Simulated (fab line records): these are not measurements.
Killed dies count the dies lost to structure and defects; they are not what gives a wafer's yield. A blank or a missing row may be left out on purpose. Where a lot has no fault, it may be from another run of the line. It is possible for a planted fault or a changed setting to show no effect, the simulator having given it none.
Chamber matching || flow n5Finfet || N5_BEOL_M9_ETCH_66 on rieDiel-06 has 4 sister chambers
The step etches SOC in N2/H2, target depth 80 nm, overetch 16 nm, time 120 s. 22 wafers are shown with their chamber, then 11 later ones without.

WAFERS, EACH WITH ITS CHAMBER
{"wafer": "L074.1", "chamber": 0, "drypumpMotorCurrentA (A)": 6.0, "throttleValvePct (%)": 17.3, "showerheadPlenumPTorr (Torr)": 2.49}
{"wafer": "L074.4", "chamber": 1, "drypumpMotorCurrentA (A)": 6.0, "throttleValvePct (%)": 17.7, "showerheadPlenumPTorr (Torr)": 2.35}
{"wafer": "L074.6", "chamber": 3, "drypumpMotorCurrentA (A)": 6.6, "throttleValvePct (%)": 18.2, "showerheadPlenumPTorr (Torr)": 2.41}
{"wafer": "L075.2", "chamber": 2, "drypumpMotorCurrentA (A)": 5.6, "throttleValvePct (%)": 17.9, "showerheadPlenumPTorr (Torr)": 2.63}
{"wafer": "L075.4", "chamber": 3, "drypumpMotorCurrentA (A)": 6.7, "throttleValvePct (%)": 18.2, "showerheadPlenumPTorr (Torr)": 2.41}
{"wafer": "L075.6", "chamber": 1, "drypumpMotorCurrentA (A)": 6.0, "throttleValvePct (%)": 17.7, "showerheadPlenumPTorr (Torr)": 2.35}
{"wafer": "L078.1", "chamber": 0, "drypumpMotorCurrentA (A)": 6.0, "throttleValvePct (%)": 17.3, "showerheadPlenumPTorr (Torr)": 2.49}
{"wafer": "L078.3", "chamber": 1, "drypumpMotorCurrentA (A)": 6.0, "throttleValvePct (%)": 17.7, "showerheadPlenumPTorr (Torr)": 2.35}
{"wafer": "L078.5", "chamber": 3, "drypumpMotorCurrentA (A)": 6.6, "throttleValvePct (%)": 18.2, "showerheadPlenumPTorr (Torr)": 2.41}
{"wafer": "L079.2", "chamber": 2, "drypumpMotorCurrentA (A)": 5.6, "throttleValvePct (%)": 17.9, "showerheadPlenumPTorr (Torr)": 2.63}
{"wafer": "L079.5", "chamber": 2, "drypumpMotorCurrentA (A)": 5.6, "throttleValvePct (%)": 17.9, "showerheadPlenumPTorr (Torr)": 2.63}
{"wafer": "L079.6", "chamber": 3, "drypumpMotorCurrentA (A)": 6.6, "throttleValvePct (%)": 18.2, "showerheadPlenumPTorr (Torr)": 2.41}
{"wafer": "L080.1", "chamber": 2, "drypumpMotorCurrentA (A)": 5.6, "throttleValvePct (%)": 17.9, "showerheadPlenumPTorr (Torr)": 2.63}
{"wafer": "L080.2", "chamber": 0, "drypumpMotorCurrentA (A)": 6.0, "throttleValvePct (%)": 17.4, "showerheadPlenumPTorr (Torr)": 2.49}
{"wafer": "L080.4", "chamber": 1, "drypumpMotorCurrentA (A)": 6.0, "throttleValvePct (%)": 17.7, "showerheadPlenumPTorr (Torr)": 2.34}
{"wafer": "L082.1", "chamber": 0, "drypumpMotorCurrentA (A)": 6.0, "throttleValvePct (%)": 17.3, "showerheadPlenumPTorr (Torr)": 2.49}
{"wafer": "L082.3", "chamber": 1, "drypumpMotorCurrentA (A)": 6.0, "throttleValvePct (%)": 17.7, "showerheadPlenumPTorr (Torr)": 2.34}
{"wafer": "L082.4", "chamber": 0, "drypumpMotorCurrentA (A)": 6.0, "throttleValvePct (%)": 17.3, "showerheadPlenumPTorr (Torr)": 2.49}
{"wafer": "L086.1", "chamber": 2, "drypumpMotorCurrentA (A)": 5.6, "throttleValvePct (%)": 18.0, "showerheadPlenumPTorr (Torr)": 2.62}
{"wafer": "L086.2", "chamber": 1, "drypumpMotorCurrentA (A)": 6.0, "throttleValvePct (%)": 17.7, "showerheadPlenumPTorr (Torr)": 2.34}
{"wafer": "L086.3", "chamber": 0, "drypumpMotorCurrentA (A)": 6.0, "throttleValvePct (%)": 17.4, "showerheadPlenumPTorr (Torr)": 2.48}
{"wafer": "L089.1", "chamber": 3, "drypumpMotorCurrentA (A)": 6.7, "throttleValvePct (%)": 17.8, "showerheadPlenumPTorr (Torr)": 2.72}

SIGNATURES (means of the wafers above)
{"reading": "drypumpMotorCurrentA", "chamber 0": 6.000, "chamber 1": 6.000, "chamber 2": 5.600, "chamber 3": 6.640, "scatter within a chamber": 0.0258}
{"reading": "throttleValvePct", "chamber 0": 17.333, "chamber 1": 17.700, "chamber 2": 17.920, "chamber 3": 18.120, "scatter within a chamber": 0.0911}
{"reading": "showerheadPlenumPTorr", "chamber 0": 2.4883, "chamber 1": 2.3450, "chamber 2": 2.6280, "chamber 3": 2.4720, "scatter within a chamber": 0.0655}
Rule: for each reading, subtract the chamber's mean from the wafer's reading, divide by that reading's scatter and square the result; add these up over the readings and take the root, which gives the wafer's distance from the chamber. The wafer belongs to the nearest chamber; if the next one is less than 2 further off, it can't be placed. The scatter is the square root of a quotient: the sum, over the shown wafers, of each reading's squared deviation from its chamber's mean, divided by wafers minus chambers.

WAFERS WITH NO CHAMBER GIVEN
{"wafer": "L089.3", "drypumpMotorCurrentA (A)": 5.6, "throttleValvePct (%)": 18.0, "showerheadPlenumPTorr (Torr)": 2.62}
{"wafer": "L089.6", "drypumpMotorCurrentA (A)": 5.6, "throttleValvePct (%)": 18.0, "showerheadPlenumPTorr (Torr)": 2.62}
{"wafer": "L088.1", "drypumpMotorCurrentA (A)": 5.6, "throttleValvePct (%)": 18.0, "showerheadPlenumPTorr (Torr)": 2.62}
{"wafer": "L088.3", "drypumpMotorCurrentA (A)": 6.0, "throttleValvePct (%)": 17.8, "showerheadPlenumPTorr (Torr)": 2.34}
{"wafer": "L088.4", "drypumpMotorCurrentA (A)": 6.7, "throttleValvePct (%)": 17.8, "showerheadPlenumPTorr (Torr)": 2.72}
{"wafer": "L092.2", "drypumpMotorCurrentA (A)": 6.7, "throttleValvePct (%)": 17.8, "showerheadPlenumPTorr (Torr)": 2.72}
{"wafer": "L092.3", "drypumpMotorCurrentA (A)": 6.0, "throttleValvePct (%)": 17.4, "showerheadPlenumPTorr (Torr)": 2.48}
{"wafer": "L092.5", "drypumpMotorCurrentA (A)": 5.6, "throttleValvePct (%)": 18.0, "showerheadPlenumPTorr (Torr)": 2.62}
{"wafer": "L093.1", "drypumpMotorCurrentA (A)": 6.0, "throttleValvePct (%)": 17.8, "showerheadPlenumPTorr (Torr)": 2.33}
{"wafer": "L093.2", "drypumpMotorCurrentA (A)": 5.6, "throttleValvePct (%)": 18.0, "showerheadPlenumPTorr (Torr)": 2.61}
{"wafer": "L093.6", "drypumpMotorCurrentA (A)": 6.0, "throttleValvePct (%)": 17.4, "showerheadPlenumPTorr (Torr)": 2.48}

EACH ONE'S CHAMBER
{"wafer": "L089.3", "from the rows above": 2, "in truth": 2}
{"wafer": "L089.6", "from the rows above": 2, "in truth": 2}
{"wafer": "L088.1", "from the rows above": 2, "in truth": 2}
{"wafer": "L088.3", "from the rows above": 1, "in truth": 1}
{"wafer": "L088.4", "from the rows above": 3, "in truth": 3}
{"wafer": "L092.2", "from the rows above": 3, "in truth": 3}
{"wafer": "L092.3", "from the rows above": 0, "in truth": 0}
{"wafer": "L092.5", "from the rows above": 2, "in truth": 2}
{"wafer": "L093.1", "from the rows above": 1, "in truth": 1}
{"wafer": "L093.2", "from the rows above": 2, "in truth": 2}
{"wafer": "L093.6", "from the rows above": 0, "in truth": 0}
Correctly placed: 11 of 11. Can't be placed from these rows: 0. Wrongly placed: 0.
